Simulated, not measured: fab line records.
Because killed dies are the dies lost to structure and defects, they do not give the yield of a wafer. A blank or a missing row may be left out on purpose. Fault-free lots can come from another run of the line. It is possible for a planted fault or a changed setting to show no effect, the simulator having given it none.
Matching of chambers    flow nand harc    NHARC_P_M1_ETCH_35 on rie diel-03: 4 sister chambers
The step etches the open film in N2/H2, target depth 40 nm, overetch 12 nm, time 43.94 s. 20 wafers are shown with their chamber, then 10 later ones without.

== WAFERS WITH THEIR CHAMBER ==
wafer   chamber  drypump motor current A (A)  rf vpp V (V)  oes product au (a.u.)
L076.2  0        5.2                          430.8         0.995
L076.4  1        5.9                          433.4         1.001
L076.5  0        5.2                          430.5         1.004
L077.2  0        5.3                          431.0         1.010
L077.3  2        6.3                          432.6         0.990
L077.6  0        5.3                          432.6         1.010
L080.1  3        5.7                          430.5         1.010
L080.4  0        5.2                          431.7         1.003
L080.6  2        6.3                          432.1         0.987
L081.1  1        5.9                          434.0         0.998
L081.4  0        5.2                          430.2         1.008
L081.6  1        5.9                          433.4         1.000
L082.2  1        5.9                          435.1         1.002
L082.3  2        6.3                          433.2         0.980
L082.5  2        6.3                          432.7         0.986
L086.2  0        5.3                          431.7         1.004
L086.3  2        6.3                          433.2         0.999
L086.5  1        5.9                          433.1         0.994
L089.2  2        6.4                          432.9         0.987
L089.3  1        5.9                          434.3         1.009

SIGNATURES (means of the wafers above)
reading                  chamber 0  chamber 1  chamber 2  chamber 3  scatter within a chamber
drypump motor current A  5.243      5.900      6.317      5.700      0.0399
rf vpp V                 431.214    433.883    432.783    430.500    0.697
oes product au           1.00486    1.00067    0.98817    1.01000    0.00549
Rule: a wafer lies at a distance from a chamber equal to the root of the sum of squares, over the readings, of (its reading less the chamber's mean, divided by the reading's scatter). If the next closest chamber is less than 2 further off than the closest, the wafer can't be placed; otherwise it belongs to the closest. The scatter: the root of (the sum of the squares of (reading less its chamber's mean) over the shown wafers, divided by (wafers less chambers)).

== WAFERS WITHOUT THEIR CHAMBER ==
wafer   drypump motor current A (A)  rf vpp V (V)  oes product au (a.u.)
L089.5  5.7                          429.7         1.006
L090.2  5.9                          432.5         1.002
L090.3  6.4                          433.3         1.005
L090.6  5.9                          433.5         1.000
L091.2  5.7                          429.8         1.015
L091.4  5.3                          430.2         1.003
L091.5  5.2                          430.5         1.002
L094.2  5.9                          432.1         0.990
L094.4  6.3                          433.3         1.008
L094.5  5.9                          432.8         0.989

== EACH ONE'S CHAMBER ==
wafer   from the rows above  in truth
L089.5  3                    3
L090.2  1                    1
L090.3  2                    2
L090.6  1                    1
L091.2  3                    3
L091.4  0                    0
L091.5  0                    0
L094.2  1                    1
L094.4  2                    2
L094.5  1                    1
Placed correctly: 10 of 10. Not placeable from these rows: 0. 0 placed wrongly.
